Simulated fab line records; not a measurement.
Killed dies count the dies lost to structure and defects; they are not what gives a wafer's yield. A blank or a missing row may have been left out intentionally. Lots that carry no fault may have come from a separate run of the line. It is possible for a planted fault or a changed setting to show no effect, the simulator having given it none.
Which tool was responsible? -- flow nand-harc -- 42 wafers from 14 lots sampled at 4 of the route's 1302 steps

WHAT THE GAUGES READ, wafer by wafer
No reading from a measuring or inspecting step in the record can be judged against a usual standard deviation.

WHICH TOOL RAN EACH LOT (tool, then ch and the chambers of the sampled wafers, then the start)
lot,NHARC_A_CONTACT_STRIP_55,NHARC_A_CONTACT_ETCH_77,NHARC_A_CONTACT_ETCH_130,NHARC_A_CONTACT_ETCH_91
L402,"rie-diel-10 ch 0,1,3, day 22 08:59 or earlier","rie-diel-11 ch 0,1,3, day 22 08:59 or earlier","har-cap-etch-03 ch 0,1, day 22 08:59","rie-diel-03 ch 1,2,3, day 22 10:23"
L403,"rie-diel-10 ch 2,3, day 22 18:14 or earlier","rie-diel-10 ch 2,3, day 22 18:14 or earlier","har-cap-etch-02 ch 0,1, day 22 18:14","rie-diel-10 ch 0,1,3, day 22 19:34"
L405,"rie-diel-11 ch 1,2, day 23 02:04 or earlier","rie-diel-10 ch 0,3, day 23 02:04 or earlier","har-cap-etch-02 ch 1, day 23 02:04","rie-diel-10 ch 2,3, day 23 03:22"
L406,"rie-diel-10 ch 1,2,3, day 23 18:41 or earlier","rie-diel-10 ch 1,2,3, day 23 18:41 or earlier","har-cap-etch-01 ch 0, day 23 18:41","rie-diel-10 ch 0,1,3, day 23 19:59"
L415,"rie-diel-11 ch 0,2,3, day 26 14:54 or earlier","rie-diel-10 ch 2,3, day 26 14:54 or earlier","har-cap-etch-01 ch 0,1, day 26 14:54","rie-diel-10 ch 2,3, day 26 16:10"
L414,"rie-diel-11 ch 0,2,3, day 26 16:07 or earlier","rie-diel-10 ch 1,2, day 26 16:07 or earlier","har-cap-etch-02 ch 0,1, day 26 16:07","rie-diel-03 ch 0,2,3, day 26 17:22"
L419,"rie-diel-10 ch 0,1,2, day 28 12:14 or earlier","rie-diel-03 ch 0,2,3, day 28 12:14 or earlier","har-cap-etch-03 ch 1, day 28 12:14","rie-diel-10 ch 0,1,2, day 28 13:32"
L418,"rie-diel-11 ch 1,2, day 28 23:22 or earlier","rie-diel-10 ch 0,1,2, day 28 23:22 or earlier","har-cap-etch-01 ch 0,1, day 28 23:22","rie-diel-10 ch 0,1, day 29 00:36"
L420,"rie-diel-03 ch 0,1,2, day 29 16:16 or earlier","rie-diel-10 ch 0,1,2, day 29 16:16 or earlier","har-cap-etch-02 ch 0,1, day 29 16:16","rie-diel-10 ch 0,1,3, day 29 17:34"
L421,"rie-diel-03 ch 0,2,3, day 29 17:29 or earlier","rie-diel-10 ch 0,1,3, day 29 17:29 or earlier","har-cap-etch-03 ch 0,1, day 29 17:29","rie-diel-03 ch 1,2,3, day 29 18:49"
L423,"rie-diel-03 ch 0,1,3, day 30 07:59 or earlier","rie-diel-03 ch 1,2,3, day 30 07:59 or earlier","har-cap-etch-03 ch 0,1, day 30 07:59","rie-diel-03 ch 1,2,3, day 30 09:19"
L422,"rie-diel-10 ch 0,1,3, day 30 10:11 or earlier","rie-diel-11 ch 2,3, day 30 10:11 or earlier","har-cap-etch-02 ch 0,1, day 30 10:11","rie-diel-11 ch 0,1, day 30 11:27"
L424,"rie-diel-03 ch 0,3, day 31 04:53 or earlier","rie-diel-10 ch 0,3, day 31 04:53 or earlier","har-cap-etch-01 ch 0,1, day 31 04:53","rie-diel-11 ch 2,3, day 31 06:09"
L425,"rie-diel-10 ch 2,3, day 31 05:55 or earlier","rie-diel-11 ch 0,1, day 31 05:55 or earlier","har-cap-etch-03 ch 0,1, day 31 05:55","rie-diel-10 ch 0,1, day 31 07:11"
- NHARC_A_CONTACT_STRIP_55: strips in O2.
- NHARC_A_CONTACT_ETCH_77: etches the open film in CF4/CHF3, target depth 108.9 nm, time 54.5 s.
- NHARC_A_CONTACT_ETCH_130: etches the open film in C4F8/O2/Ar, time 197 s, target depth 1918 nm.
- NHARC_A_CONTACT_ETCH_91: etches the open film in CH3F/O2, target depth 40 nm, time 85.7 s.

WHAT THE TOOLS THEMSELVES READ (means of the sampled wafers that have a number; where no wafer has one, the mark that the record gives instead)
NHARC_A_CONTACT_STRIP_55. Usual: drypump-motor-current-A 6.2 A, standard deviation 0.35; oes-product-au 0.998 a.u., standard deviation 0.011; rf-vpp-V 57.6 V, standard deviation 0.86; showerhead-plenum-p-Torr 3.50 Torr, standard deviation 0.17; throttle-valve-pct 17.037 %, standard deviation 0.0089.
lot,tool,drypump-motor-current-A (A),oes-product-au (a.u.),rf-vpp-V (V),showerhead-plenum-p-Torr (Torr),throttle-valve-pct (%),flag
L402,rie-diel-10,6.2,1.000,57.7,3.56,17.042,
L403,rie-diel-10,6.6,0.992,57.4,3.34,17.040,
L405,rie-diel-11,5.6,1.000,57.4,3.41,17.033,
L406,rie-diel-10,6.4,0.983,57.9,3.43,17.035,
L415,rie-diel-11,6.0,1.009,57.9,3.51,17.035,
L414,rie-diel-11,6.0,0.995,57.8,3.51,17.034,
L419,rie-diel-10,6.2,0.998,57.5,3.54,17.038,
L418,rie-diel-11,5.6,1.007,57.4,3.57,17.043,
L420,rie-diel-03,6.3,0.994,57.9,3.46,17.034,
L421,rie-diel-03,6.5,0.997,57.0,3.49,17.027,
L423,rie-diel-03,6.3,1.006,56.8,3.35,17.046,
L422,rie-diel-10,6.2,0.995,57.6,3.55,17.037,
L424,rie-diel-03,6.3,1.001,57.8,3.38,17.042,
L425,rie-diel-10,6.5,0.982,57.1,3.32,17.034,

NHARC_A_CONTACT_ETCH_77. Usual: for bias-w, 200.1 W with a standard deviation of 0.6; for cf4-flow-sccm, 100.0 sccm with a standard deviation of 0.3; for drypump-motor-current-A, 6.2 A with a standard deviation of 0.32; for oes-product-au, 0.943 a.u. with a standard deviation of 0.024; for rf-vpp-V, 370.2 V with a standard deviation of 2.7; for showerhead-plenum-p-Torr, 1.56 Torr with a standard deviation of 0.076; for throttle-valve-pct, 16.803 % with a standard deviation of 0.0085.
lot,tool,bias-w (W),cf4-flow-sccm (sccm),drypump-motor-current-A (A),oes-product-au (a.u.),rf-vpp-V (V),showerhead-plenum-p-Torr (Torr),throttle-valve-pct (%),flag
L402,rie-diel-11,200.5,99.8,5.9,0.924,371.5,1.60,16.803,
L403,rie-diel-10,200.9,100.1,6.6,0.913,368.4,1.49,16.799,
L405,rie-diel-10,199.4,100.1,6.4,0.930,369.7,1.55,16.805,
L406,rie-diel-10,199.8,100.1,6.4,0.918,369.0,1.53,16.808,
L415,rie-diel-10,199.6,99.9,6.5,0.951,367.8,1.48,16.810,
L414,rie-diel-10,200.3,100.1,6.3,0.957,368.3,1.52,16.802,
L419,rie-diel-03,200.3,99.9,6.5,0.966,371.1,1.56,16.803,
L418,rie-diel-10,200.2,99.8,6.2,0.973,371.7,1.58,16.801,
L420,rie-diel-10,200.1,99.8,6.2,0.973,370.3,1.58,16.792,
L421,rie-diel-10,200.2,100.0,6.3,0.959,370.7,1.58,16.799,
L423,rie-diel-03,199.8,100.1,6.3,0.921,369.7,1.55,16.802,
L422,rie-diel-11,200.4,100.3,6.0,0.930,374.1,1.68,16.805,
L424,rie-diel-10,199.9,100.0,6.3,0.979,371.9,1.60,16.803,
L425,rie-diel-11,200.1,100.1,5.6,0.962,370.0,1.54,16.804,

NHARC_A_CONTACT_ETCH_130. Usual: chamber-pressure-mTorr 20.001 mTorr, standard deviation 0.018; oes-air-line-au 1.004 a.u., standard deviation 0.021.
lot,tool,chamber-pressure-mTorr (mTorr),oes-air-line-au (a.u.),flag
L402,har-cap-etch-03,19.996,1.007,
L403,har-cap-etch-02,19.993,1.014,
L405,har-cap-etch-02,19.989,1.002,
L406,har-cap-etch-01,19.995,0.996,
L415,har-cap-etch-01,-,-,OFF
L414,har-cap-etch-02,-,-,OFF
L419,har-cap-etch-03,19.998,1.026,
L418,har-cap-etch-01,19.976,1.022,
L420,har-cap-etch-02,19.988,0.998,
L421,har-cap-etch-03,19.997,1.018,
L423,har-cap-etch-03,20.009,1.010,
L422,har-cap-etch-02,20.003,0.985,
L424,har-cap-etch-01,20.006,0.989,
L425,har-cap-etch-03,20.010,0.979,

NHARC_A_CONTACT_ETCH_91. Usual: for bias-w, 100.0 W with a standard deviation of 0.32; for ch3f-flow-sccm, 50.00 sccm with a standard deviation of 0.15; for drypump-motor-current-A, 6.2 A with a standard deviation of 0.31; for oes-product-au, 0.936 a.u. with a standard deviation of 0.027; for rf-vpp-V, 244.1 V with a standard deviation of 1.9; for showerhead-plenum-p-Torr, 2.45 Torr with a standard deviation of 0.12; for throttle-valve-pct, 20.663 % with a standard deviation of 0.0085.
lot,tool,bias-w (W),ch3f-flow-sccm (sccm),drypump-motor-current-A (A),oes-product-au (a.u.),rf-vpp-V (V),showerhead-plenum-p-Torr (Torr),throttle-valve-pct (%),flag
L402,rie-diel-03,100.0,49.97,6.3,1.005,243.8,2.45,20.665,
L403,rie-diel-10,99.8,50.03,6.2,0.933,244.3,2.48,20.660,
L405,rie-diel-10,100.3,49.79,6.6,0.917,242.4,2.33,20.666,
L406,rie-diel-10,100.1,50.10,6.2,0.929,243.8,2.48,20.664,
L415,rie-diel-10,99.6,49.87,6.6,0.911,242.3,2.32,20.655,
L414,rie-diel-03,100.0,50.11,6.4,0.921,243.8,2.44,20.665,
L419,rie-diel-10,100.0,50.06,6.2,0.928,244.6,2.47,20.661,
L418,rie-diel-10,100.2,50.01,6.1,0.971,244.4,2.53,20.668,
L420,rie-diel-10,100.0,49.99,6.2,0.924,244.4,2.47,20.664,
L421,rie-diel-03,100.0,49.92,6.3,0.921,244.0,2.43,20.666,
L423,rie-diel-03,99.8,49.90,6.3,0.924,243.3,2.42,20.670,
L422,rie-diel-11,100.2,50.11,5.6,0.935,243.4,2.41,20.672,
L424,rie-diel-11,100.4,50.03,6.2,0.929,246.8,2.62,20.651,
L425,rie-diel-10,99.9,49.94,6.0,0.927,245.6,2.53,20.661,

THE ANSWER, worked out from the rows above alone
Rule: take the mean of a lot's wafers that have a number; if it is more than 3 standard deviations from the usual mean, the lot is off. A lot without any number at a reading at which 4 lots or more have one is off too. Where the step has rows for the other lots, those lots are counted as sound. After the gauges, taken in route order, come the tools' own readings; for these a lot's mean is taken, as printed above. At the first step where some lot is off, the reading lying furthest off is the one used; lots without a number count as furthest.
Off at NHARC_A_CONTACT_ETCH_130 (chamber-pressure-mTorr): L415, L414. Without a number there: L415, L414.
If a tool, at that step or one of the process steps before it, ran each lot that is off and ran no sound lot following the first of them, it fits. NHARC_A_CONTACT_STRIP_55 gives no start for some lots, so the hours and the order of its lots are those of NHARC_A_CONTACT_ETCH_130. NHARC_A_CONTACT_ETCH_77 gives no start for some lots, so the hours and the order of its lots are those of NHARC_A_CONTACT_ETCH_130. None of those tried fits.

WHAT WAS PUT IN BY THE SIMULATOR
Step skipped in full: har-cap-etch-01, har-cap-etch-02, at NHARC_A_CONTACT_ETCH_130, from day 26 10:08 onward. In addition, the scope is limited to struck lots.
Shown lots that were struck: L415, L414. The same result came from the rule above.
